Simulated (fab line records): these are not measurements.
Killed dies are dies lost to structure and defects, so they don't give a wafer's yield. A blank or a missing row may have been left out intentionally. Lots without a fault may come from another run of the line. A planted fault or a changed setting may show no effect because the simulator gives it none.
fab line records -- flow n5_finfet
[record] lots = 5, wafers = 15, last_day = 17
route steps=1938 shown BEOL_M4@1099 BEOL_M5@1112 BEOL_M9@1462 PASSIVATION@1936
lots that met no fault: taken from a fault-free run of the same line
start_h: the number of hours between the record's first day and the start of the first shown wafer of the lot -- wait_h: time in hours since the lot's previous step -- " the same as in the row above -- L1.1+2: a single row standing in for several wafers -- - value missing, or start not given -- * or withheld: withheld -- < > ~ a bound
route shown NAME@n: names a module that has steps shown in the file, with the first one's number in the route -- usual: mean/standard deviation of fault-free wafers -- same: alike in all rows -- chamber/n: place in a boat -- sites: the reading at each site -- _std_site: their standard deviation -- _edge_site: inner sites' mean taken away from outer sites' mean -- radius_mm: for every site, how far away it sits from the centre of the wafer -- mask NAME#n: copy n -- behind: tool/chamber where the wafer was last shaped -- hold: cause of the lot's hold/its duration in hours/its outcome -- device: the transistor (n, p or np) that didn't switch -- end of line: the tests these same wafers got at the end of their route -- for a step that has no rows: nothing shown but its recipe -- killed: the dies lost at the first sort to structure and to defects; this is not the yield of the wafer -- map: shows each die of a wafer: x if killed, . if not, _ if none is there
set.NAME: the setting that was run; set.NAME@STEP: the one run at that earlier step -- model.NAME: the simulator's own value behind a step, which no gauge read
certain route steps with their lots: each step a table, each wafer a row
services: a tool's chamber out of use, with start hour (start_h, from the record's first day; less than 0 if before it), hours out, and reason
[[steps]]
[step N5_BEOL_M4_ANNEAL_95]
[recipe] temp_c = 400, time_s = 240, ambient = vacuum
[step N5_BEOL_M4_SPUTTER_96]
[recipe] material = Cu, target_thk_a = 45, temp_c = -20, chamber_pressure_pa = 0.07, power_w = withheld, time_s = 8.29
[step N5_BEOL_M4_ECD_50]
[recipe] material = Cu, target_thk_a = 3000
[step N5_BEOL_M4_ANNEAL_51]
[recipe] temp_c = 225, time_s = 90, ambient = N2
[step N5_BEOL_M4_CMP_52]
[recipe] stop_on = SiOC, t_overpolish_s = 6.8, down_force_psi = 1, platen_rpm = 50, clearing_platen_down_force_psi = 1.5, clearing_platen_rpm = 50, post_cmp_clean = cu_alkaline, target_thk_nm = 40, clearing_platen_pad_velocity_m_s = 0.99484, pad_velocity_m_s = 0.99484
[step N5_BEOL_M4_PRE_CLEAN_60]
[recipe] gas = NH3/H2, time_s = 15, temp_c = *, rf_power_w = 300
[step N5_BEOL_M4_CO_CAP_55]
[recipe] material = Co, target_thk_a = 20, temp_c = 200, precursor = CCTBA/H2, pressure_torr = 30, time_s = 102.1
[step N5_BEOL_M4_PRE_CLEAN_56]
[recipe] gas = NH3, time_s = 15, temp_c = withheld, rf_power_w = 300
[step N5_BEOL_M4_DEP_57]
[recipe] material = SiCN, target_thk_a = 80, temp_c = withheld, precursor = 3MS/NH3, pressure_torr = 3, rf_w = 202, time_s = 14
[step N5_BEOL_M4_RC_MEAS_101]
[usual] DIBL_N = 36.3/1.8, DIBL_P = 36.5/2.1, IOFF_N = 0.16/0.031, IOFF_P = 0.22/0.038, ION_N = 677/12, ION_P = 466/7.8, SS_N = 71.5/0.61, SS_P = 73.2/0.7, VT_N = 249/3, VT_P = -248.9/3
lot.wafer,tool,chamber,start_h,wait_h,DIBL_N[mV/V],DIBL_P[mV/V],IOFF_N[nA/um],IOFF_P[nA/um],ION_N[uA/um],ION_P[uA/um],SS_N[mV/dec],SS_P[mV/dec],VT_N[mV],VT_P[mV]
L339.2,prober-02,0,207.22,0.2,35.4,34.5,0.15,0.20,692,476,70.6,73.4,250,-248.2
L339.3,prober-02,0,207.22,0.2,36.9,36.3,0.17,0.23,693,473,71.0,72.9,249,-246.7
L339.5,prober-02,0,207.22,0.2,36.6,36.1,0.16,0.22,697,473,71.6,73.3,251,-246.8
L342.1,prober-02,0,216.87,0.0,37.0,39.4,0.22,0.31,692,484,71.1,73.6,242,-241.3
L342.3,prober-02,0,216.87,0.0,37.5,40.0,0.22,0.31,707,490,71.5,73.4,241,-240.8
L342.4,prober-02,0,216.87,0.0,36.3,38.1,0.19,0.28,680,473,71.8,73.4,246,-241.1
L343.2,prober-02,0,226.26,0.2,36.9,37.8,0.15,0.19,671,463,71.3,73.4,252,-254.9
L343.3,prober-02,0,226.26,0.2,36.9,37.2,0.15,0.20,669,459,71.2,73.2,252,-253.2
L343.4,prober-02,0,226.26,0.2,36.4,36.7,0.15,0.18,677,463,70.9,73.2,249,-254.6
L349.2,prober-02,0,267.20,0.2,36.9,37.5,0.16,0.25,679,472,72.3,73.5,252,-248.5
L349.4,prober-02,0,267.20,0.2,39.2,40.4,0.21,0.31,677,475,71.9,74.6,248,-245.5
L349.5,prober-02,0,267.20,0.2,35.7,36.7,0.16,0.25,690,483,70.9,72.9,250,-245.8
L355.1,prober-02,0,300.42,0.0,35.6,35.4,0.16,0.23,679,464,71.0,73.6,249,-247.2
L355.3,prober-02,0,300.42,0.0,33.9,34.9,0.15,0.21,683,468,70.3,72.7,249,-247.9
L355.5,prober-02,0,300.42,0.0,32.0,31.9,0.11,0.18,666,468,70.4,72.0,249,-250.1
[step N5_BEOL_M5_ILD_DEP_00]
[recipe] material = SiCOH_lowk, target_thk_a = 1406.4, temp_c = 300, precursor = DEMS/porogen, pressure_torr = 5, rf_w = 500, time_s = 25.9
[step N5_BEOL_M5_CURE_79]
[recipe] temp_c = 385, time_s = 240, ambient = He/Ar, material = SiCOH_lowk
[step N5_BEOL_M5_PECVD_70]
[recipe] material = SiO2, target_thk_a = 160, temp_c = 400, precursor = TEOS/O2, pressure_torr = 5.5, rf_w = 450, teos_flow_sccm = 53.8, gas = O2, flow_sccm = 3000, time_s = 18
[step N5_BEOL_M5_HM_DEP_02]
[recipe] material = TiN, target_thk_a = 200, temp_c = 25, chamber_pressure_pa = 0.49996
[step N5_BEOL_M5_COAT_59]
[recipe] resist = SOC, temp_c = 250, time_s = 60, spin_rpm = 1500, resist_thk_nm = 60
[step N5_BEOL_M5_COAT_60]
[recipe] resist = SiARC, temp_c = 220, time_s = 60, spin_rpm = 1500, resist_thk_nm = 12
[step N5_BEOL_M5_COAT_71]
[recipe] resist = underlayer, temp_c = 205, time_s = 60, spin_rpm = 1500, resist_thk_nm = 5
[step N5_BEOL_M5_COAT_05]
[recipe] resist = CAR-EUV, spin_rpm = 1500, resist_thk_nm = 30
[step N5_BEOL_M5_EBR_07]
[recipe] solvent = PGMEA, ebr_width_mm = 1.5
[step N5_BEOL_M5_SOFTBAKE_06]
[recipe] temp_c = 110, time_s = 60, resist = CAR-EUV
[step N5_BEOL_M5_EXPOSE_08]
[recipe] mask_id = M5, na = 0.33, source_shape = annular, sigma_inner = 0.4, sigma_outer = 0.8, polarization = unpolarized, target_cd_nm = 28, dose_mj = 35.75
[step N5_BEOL_M5_PEB_09]
[recipe] peb_temp_c = 100, peb_time_s = 60, resist = CAR-EUV
[step N5_BEOL_M5_DEVELOP_10]
[recipe] develop_time_s = 30, developer = TMAH, resist = CAR-EUV, rinse_liquid = surfactant_rinse, dry = air_spin, dev_temp_c = 23
[step N5_BEOL_M5_DESCUM_16]
[recipe] chemistry = O2, time_s = 7, source_power_w = 50, bias_power_w = 20, pressure_mtorr = 20, rf_frequency_hz = 2.712e+07, temp_c = 40, resist = CAR-EUV, o2_flow_sccm = 225
[step N5_BEOL_M5_ETCH_72]
[recipe] chemistry = N2/H2, target = underlayer, target_depth_a = 65, mask_material = CAR-EUV, time_s = 5.2, ion_energy_ev = 200, pressure_mtorr = 30, source_w = 840, bias_w = 150, n2_flow_sccm = 200, h2_flow_sccm = 200, ends = cleared
[step N5_BEOL_M5_ETCH_61]
[recipe] chemistry = CF4, target = SiARC, target_depth_a = 156, mask_material = CAR-EUV, time_s = 26, ion_energy_ev = 80, pressure_mtorr = 40, source_w = 545, bias_w = 36, Ar_flow_sccm = 100, cf4_flow_sccm = 100, ends = cleared
[step N5_BEOL_M5_ETCH_62]
[recipe] chemistry = N2/H2, target = SOC, target_depth_a = 750, overetch_a = 150, mask_material = SiARC, temp_c = 40, time_s = 112.5, ion_energy_ev = 200, pressure_mtorr = 30, source_w = 840, bias_w = 150, n2_flow_sccm = 200, h2_flow_sccm = 200
[step N5_BEOL_M5_STRIP_63]
[recipe] chemistry = N2/H2, temp_c = 40, n2_flow_sccm = 200, h2_flow_sccm = 200, rf_frequency_hz = 6e+07
[step N5_BEOL_M5_STRIP_73]
[recipe] chemistry = N2/H2, temp_c = 40, n2_flow_sccm = 200, h2_flow_sccm = 200, rf_frequency_hz = 6e+07
[step N5_BEOL_M5_STRIP_64]
[recipe] chemistry = CF4, resist = SiARC, power_w = 300, bias_power_w = 75, pressure_mtorr = 50, cf4_flow_sccm = 150, rf_frequency_hz = 6e+07
[step N5_BEOL_M5_HM_OPEN_17]
[recipe] chemistry = Cl2/BCl3, target_depth_a = 200, overetch_a = 60, target = TiN, mask_material = SOC, ion_energy_ev = 150, pressure_mtorr = 10, icp_w = 1000, bias_w = 126, Cl2_flow_sccm = 53.25, bcl3_flow_sccm = 21.75, Ar_flow_sccm = 25
[step N5_BEOL_M5_STRIP_19]
[recipe] chemistry = O2, power_w = 400, temp_c = 40, pressure_mtorr = 30, rf_frequency_hz = 6e+07, bias_power_w = 0, overash_fraction = 0.2, o2_flow_sccm = 225
[step N5_BEOL_M5_COAT_65]
[recipe] resist = SOC, temp_c = 250, time_s = 60, spin_rpm = 1500, resist_thk_nm = 60
[step N5_BEOL_M5_COAT_66]
[recipe] resist = SiARC, temp_c = 220, time_s = 60, spin_rpm = 1500, resist_thk_nm = 12
[step N5_BEOL_M9_ECD_50]
[recipe] material = Cu, target_thk_a = 3180
lot.wafer,tool,chamber,start_h,wait_h
L339.2+3+5,ecd_cu-01,"1,1,0",253.64,0.1
L342.1+3+4,ecd_cu-02,"0,0,1",261.74,0.1
L343.2+3+4,ecd_cu-01,"0,1,0",274.61,0.1
L349.2+4+5,ecd_cu-01,"1,0,1",317.40,0.1
L355.1+3+5,ecd_cu-01,0,349.26,0.1
[step N5_BEOL_M9_CMP_52]
[recipe] stop_on = SiCOH_lowk, t_overpolish_s = 7, down_force_psi = 1, platen_rpm = 50, clearing_platen_down_force_psi = 1.5, clearing_platen_rpm = 50, post_cmp_clean = cu_alkaline, target_thk_nm = 140, clearing_platen_pad_velocity_m_s = 0.99484, pad_velocity_m_s = 0.99484
[usual] motor_current_A = 6.3/0.45, platen_rpm = 49.995/0.028, time_to_endpoint_s = 66/3.6
lot.wafer,tool,chamber,start_h,wait_h,motor_current_A,platen_rpm,time_to_endpoint_s
L339.2,cmp-03,0,254.12,0.3,5.5,50.021,2
L339.3,cmp-03,1,254.12,0.3,6.7,49.970,3
L339.5,cmp-03,3,254.12,0.3,6.7,50.007,2
L342.1,cmp-01,1,262.54,0.3,6.8,49.950,3
L342.4,cmp-01,2,262.54,0.3,6.1,50.027,0
L342.3,cmp-01,3,262.54,0.3,6.2,50.037,4
L343.4,cmp-01,3,275.03,0.1,6.0,49.992,4
L343.3,cmp-01,0,275.03,0.1,6.1,49.967,2
L343.2,cmp-01,1,275.03,0.1,6.4,49.963,2
L349.2,cmp-01,1,317.82,0.2,6.5,50.030,67
L349.4,cmp-01,3,317.82,0.2,6.2,50.028,71
L349.5,cmp-01,1,317.82,0.2,6.3,49.978,67
L355.1,cmp-02,2,349.78,0.4,6.9,49.986,66
L355.3,cmp-02,1,349.78,0.4,6.3,49.992,65
L355.5,cmp-02,3,349.78,0.4,6.8,50.024,64
[step N5_PASSIVATION_PROBE_49]
[usual] defect_limited_yield = 91.2/1.5, killed_at_M0_to_M3 = 33/9.6, killed_at_M4_up = 14/5.6, killed_at_contacts = 14/5.5, killed_at_front_end = 40/13, killed_at_other = 4/3, killed_dies = 104/17, killed_on_rim = 14/4.3, killed_open = 68/13, killed_short = 33/7.2, sort_bin_5_function = 5.2/0.95, sort_bin_6_memory = 3.3/0.62, sort_n_pass = 1076/17, sort_yield_pct = 91.2/1.5
[same] gross_dies = 1180, killed_at_back_side = 0, sort_bin_4_leakage[%] = 0, sort_bin_8_speed[%] = 0
lot.wafer,tool,chamber,start_h,wait_h,defect_limited_yield[%],killed_at_M0_to_M3,killed_at_M4_up,killed_at_contacts,killed_at_front_end,killed_at_other,killed_dies,killed_on_rim,killed_open,killed_short,sort_bin_5_function[%],sort_bin_6_memory[%],sort_n_pass,sort_yield_pct[%]
L339.2,prober-01,-,315.13,0.1,0,30,1062,19,65,4,1180,152,88,44,95.8,3.9,0,0
L339.3,prober-01,-,315.18,0.1,0,46,1052,2,75,5,1180,152,94,46,94.0,5.4,0,0
L339.5,prober-01,-,315.28,0.2,0,44,1069,16,48,3,1180,152,84,35,96.0,3.4,0,0
L342.1,prober-01,-,322.49,0.0,0,46,1083,25,25,1,1180,152,67,41,95.5,4.1,0,0
L342.3,prober-01,-,322.59,0.1,0,26,1098,21,32,3,1180,152,63,29,97.3,2.5,0,0
L342.4,prober-01,-,322.64,0.2,0,32,1093,26,29,0,1180,152,70,31,95.7,3.8,0,0
L343.2,prober-02,-,331.95,0.1,0,25,1091,12,51,1,1180,152,69,38,96.2,3.4,0,0
L343.3,prober-02,-,332.00,0.1,0,34,1105,11,29,1,1180,152,69,31,97.0,2.9,0,0
L343.4,prober-02,-,332.05,0.2,0,43,1087,13,37,0,1180,152,64,36,96.4,3.2,0,0
// killed by level:class
L339.2 BEOL_M9:area_ecd=1047 STI_FIN_REVEAL:geometric_particle:open=23 MOL_CONTACT_COAG:geometric_particle:open=15 FIN_SAQP:geometric_particle:short=13 FIN_SAQP:geometric_particle:open=9 BEOL_M0_SAQP:geometric_particle:open=9 BEOL_M1:geometric_particle:open=6 STI_FIN_REVEAL:geometric_particle:short=6
L339.3 BEOL_M9:area_ecd=1038 STI_FIN_REVEAL:geometric_particle:open=19 FIN_SAQP:geometric_particle:open=16 FIN_SAQP:geometric_particle:short=12 BEOL_M0_SAQP:geometric_particle:short=9 BEOL_M0_SAQP:geometric_particle:open=8 BEOL_M3:geometric_particle:open=8 DUMMY_GATE:geometric_particle:open=7
L339.5 BEOL_M9:area_ecd=1058 MOL_CONTACT_COAG:geometric_particle:open=13 BEOL_M1:geometric_particle:open=13 STI_FIN_REVEAL:geometric_particle:open=11 BEOL_M2:geometric_particle:open=11 DUMMY_GATE:geometric_particle:open=8 FIN_SAQP:geometric_particle:short=7 FIN_SAQP:geometric_particle:open=6
L342.1 BEOL_M9:area_ecd=1072 MOL_CONTACT_COAG:geometric_particle:open=17 BEOL_M0_SAQP:geometric_particle:short=12 BEOL_M2:geometric_particle:open=10 BEOL_M0_SAQP:geometric_particle:open=9 MOL_CONTACT_COAG:geometric_particle:short=8 STI_FIN_REVEAL:geometric_particle:open=4 STARTING-WAFER:geometric_particle:short=4
L342.3 BEOL_M9:area_ecd=1088 MOL_CONTACT_COAG:geometric_particle:open=18 STI_FIN_REVEAL:geometric_particle:open=9 BEOL_M2:geometric_particle:open=7 BEOL_M3:geometric_particle:open=6 FIN_SAQP:geometric_particle:short=5 BEOL_M0_SAQP:geometric_particle:open=5 GATE_CUT:geometric_particle:short=4
L342.4 BEOL_M9:area_ecd=1079 MOL_CONTACT_COAG:geometric_particle:open=18 BEOL_M2:geometric_particle:open=11 MOL_CONTACT_COAG:geometric_particle:short=8 BEOL_M4:geometric_particle:open=8 BEOL_M0_SAQP:geometric_particle:short=7 STI_FIN_REVEAL:geometric_particle:open=6 DUMMY_GATE:geometric_particle:open=5
L343.2 BEOL_M9:area_ecd=1071 FIN_SAQP:geometric_particle:short=15 MOL_CONTACT_COAG:geometric_particle:open=11 STI_FIN_REVEAL:geometric_particle:open=8 BEOL_M1:geometric_particle:open=7 GATE_CUT:geometric_particle:short=5 BEOL_M2:geometric_particle:open=5 BEOL_M5:geometric_particle:open=5
L343.3 BEOL_M9:area_ecd=1079 BEOL_M2:geometric_particle:open=16 MOL_CONTACT_COAG:geometric_particle:open=10 FIN_SAQP:geometric_particle:short=7 BEOL_M4:geometric_particle:open=7 BEOL_M4:geometric_particle:short=5 BEOL_M5:geometric_particle:open=5 ILD0:geometric_particle:open=4
L343.4 BEOL_M9:area_ecd=1079 BEOL_M0_SAQP:geometric_particle:open=10 MOL_CONTACT_COAG:geometric_particle:open=9 BEOL_M0_SAQP:geometric_particle:short=9 FIN_SAQP:geometric_particle:open=7 STI_FIN_REVEAL:geometric_particle:open=7 BEOL_M2:geometric_particle:open=6 BEOL_M3:geometric_particle:open=6
// map L339.2 (x killed, . not)
_________________xxxxxxxxxxxx________________
______________xxxxxxxxxxxxxxxxxx_____________
___________xxxxxxxxxxxxxxxxxxxxxxxx__________
__________xxxxxxxxxxxxxxxxxxxxxxxxxx_________
________xxxxxxxxxxxxxxxxxxxxxxxxxxxxxx_______
_______xxxxxxxxxxxxxxxxxxxxxxxxxxxxxxxx______
______xxxxxxxxxxxxxxxxxxxxxxxxxxxxxxxxxx_____
_____xxxxxxxxxxxxxxxxxxxxxxxxxxxxxxxxxxxx____
____xxxxxxxxxxxxxxxxxxxxxxxxxxxxxxxxxxxxxx___
___xxxxxxxxxxxxxxxxxxxxxxxxxxxxxxxxxxxxxxxx__
___xxxxxxxxxxxxxxxxxxxxxxxxxxxxxxxxxxxxxxxx__
__xxxxxxxxxxxxxxxxxxxxxxxxxxxxxxxxxxxxxxxxxx_
__xxxxxxxxxxxxxxxxxxxxxxxxxxxxxxxxxxxxxxxxxx_
_xxxxxxxxxxxxxxxxxxxxxxxxxxxxxxxxxxxxxxxxxxxx
_xxxxxxxxxxxxxxxxxxxxxxxxxxxxxxxxxxxxxxxxxxxx
_xxxxxxxxxxxxxxxxxxxxxxxxxxxxxxxxxxxxxxxxxxxx
_xxxxxxxxxxxxxxxxxxxxxxxxxxxxxxxxxxxxxxxxxxxx
_xxxxxxxxxxxxxxxxxxxxxxxxxxxxxxxxxxxxxxxxxxxx
_xxxxxxxxxxxxxxxxxxxxxxxxxxxxxxxxxxxxxxxxxxxx
_xxxxxxxxxxxxxxxxxxxxxxxxxxxxxxxxxxxxxxxxxxxx
_xxxxxxxxxxxxxxxxxxxxxxxxxxxxxxxxxxxxxxxxxxxx
__xxxxxxxxxxxxxxxxxxxxxxxxxxxxxxxxxxxxxxxxxx_
__xxxxxxxxxxxxxxxxxxxxxxxxxxxxxxxxxxxxxxxxxx_
___xxxxxxxxxxxxxxxxxxxxxxxxxxxxxxxxxxxxxxxx__
___xxxxxxxxxxxxxxxxxxxxxxxxxxxxxxxxxxxxxxxx__
____xxxxxxxxxxxxxxxxxxxxxxxxxxxxxxxxxxxxxx___
_____xxxxxxxxxxxxxxxxxxxxxxxxxxxxxxxxxxxx____
______xxxxxxxxxxxxxxxxxxxxxxxxxxxxxxxxxx_____
_______xxxxxxxxxxxxxxxxxxxxxxxxxxxxxxxx______
________xxxxxxxxxxxxxxxxxxxxxxxxxxxxxx_______
__________xxxxxxxxxxxxxxxxxxxxxxxxxx_________
___________xxxxxxxxxxxxxxxxxxxxxxxx__________
______________xxxxxxxxxxxxxxxxxx_____________
_________________xxxxxxxxxxxx________________
// map L342.1 (x killed, . not)
_________________xxxxxxxxxxxx________________
______________xxxxxxxxxxxxxxxxxx_____________
___________xxxxxxxxxxxxxxxxxxxxxxxx__________
__________xxxxxxxxxxxxxxxxxxxxxxxxxx_________
________xxxxxxxxxxxxxxxxxxxxxxxxxxxxxx_______
_______xxxxxxxxxxxxxxxxxxxxxxxxxxxxxxxx______
______xxxxxxxxxxxxxxxxxxxxxxxxxxxxxxxxxx_____
_____xxxxxxxxxxxxxxxxxxxxxxxxxxxxxxxxxxxx____
____xxxxxxxxxxxxxxxxxxxxxxxxxxxxxxxxxxxxxx___
___xxxxxxxxxxxxxxxxxxxxxxxxxxxxxxxxxxxxxxxx__
___xxxxxxxxxxxxxxxxxxxxxxxxxxxxxxxxxxxxxxxx__
__xxxxxxxxxxxxxxxxxxxxxxxxxxxxxxxxxxxxxxxxxx_
__xxxxxxxxxxxxxxxxxxxxxxxxxxxxxxxxxxxxxxxxxx_
_xxxxxxxxxxxxxxxxxxxxxxxxxxxxxxxxxxxxxxxxxxxx
_xxxxxxxxxxxxxxxxxxxxxxxxxxxxxxxxxxxxxxxxxxxx
_xxxxxxxxxxxxxxxxxxxxxxxxxxxxxxxxxxxxxxxxxxxx
_xxxxxxxxxxxxxxxxxxxxxxxxxxxxxxxxxxxxxxxxxxxx
_xxxxxxxxxxxxxxxxxxxxxxxxxxxxxxxxxxxxxxxxxxxx
_xxxxxxxxxxxxxxxxxxxxxxxxxxxxxxxxxxxxxxxxxxxx
_xxxxxxxxxxxxxxxxxxxxxxxxxxxxxxxxxxxxxxxxxxxx
_xxxxxxxxxxxxxxxxxxxxxxxxxxxxxxxxxxxxxxxxxxxx
__xxxxxxxxxxxxxxxxxxxxxxxxxxxxxxxxxxxxxxxxxx_
__xxxxxxxxxxxxxxxxxxxxxxxxxxxxxxxxxxxxxxxxxx_
___xxxxxxxxxxxxxxxxxxxxxxxxxxxxxxxxxxxxxxxx__
___xxxxxxxxxxxxxxxxxxxxxxxxxxxxxxxxxxxxxxxx__
____xxxxxxxxxxxxxxxxxxxxxxxxxxxxxxxxxxxxxx___
_____xxxxxxxxxxxxxxxxxxxxxxxxxxxxxxxxxxxx____
______xxxxxxxxxxxxxxxxxxxxxxxxxxxxxxxxxx_____
_______xxxxxxxxxxxxxxxxxxxxxxxxxxxxxxxx______
________xxxxxxxxxxxxxxxxxxxxxxxxxxxxxx_______
__________xxxxxxxxxxxxxxxxxxxxxxxxxx_________
___________xxxxxxxxxxxxxxxxxxxxxxxx__________
______________xxxxxxxxxxxxxxxxxx_____________
_________________xxxxxxxxxxxx________________
[[services]]
tool,chamber,start_h,hours,kind
cmp-02,-,235.42,0.2,repair
cmp-02,-,237.66,1.6,repair
cmp-02,-,260.11,0.7,repair
cmp-02,-,266.84,2.7,repair
cmp-02,-,277.51,4.0,pm
cmp-02,-,281.51,-,consumable_replace:conditioner
cmp-02,-,281.51,-,consumable_replace:pad
ecd_cu-02,-,281.96,0.4,repair
cmp-03,-,292.90,0.4,repair
cmp-01,-,333.86,4.0,pm
cmp-01,-,337.86,-,consumable_replace:conditioner
cmp-01,-,337.86,-,consumable_replace:pad
cmp-02,-,340.24,3.8,repair
[[key]]
[first_sign] step = N5_BEOL_M9_CMP_52, reading = time_to_endpoint_s, direction = down, sigmas = 18, usual = *, struck = *
[effect] step = N5_PASSIVATION_PROBE_49, reading = killed_at_M4_up, direction = up, sigmas = 99+, usual = 14, struck = 1082
[more_kills_born_at] N5_BEOL_M9_ECD_50@ecd_cu-01 = 6372, N5_BEOL_M9_ECD_50@ecd_cu-02 = 3239
met_at N5_BEOL_M9_ECD_50
struck_wafers L339.2,L339.3,L339.5,L342.1,L342.3,L342.4,L343.2,L343.3,L343.4
later_rows_left_out L339.2,L339.3,L339.5,L342.1,L342.3,L342.4,L343.2,L343.3,L343.4
[fault] kind = skipped_step_whole, tool = ecd_cu-01,ecd_cu-02, chamber = -, onset_h = 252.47, steps = N5_BEOL_M9_ECD_50, scope = struck_lots_only
// later_rows_left_out: the simulator's readings of these wafers behind a module that went badly wrong aren't trusted and aren't shown, but for the sort
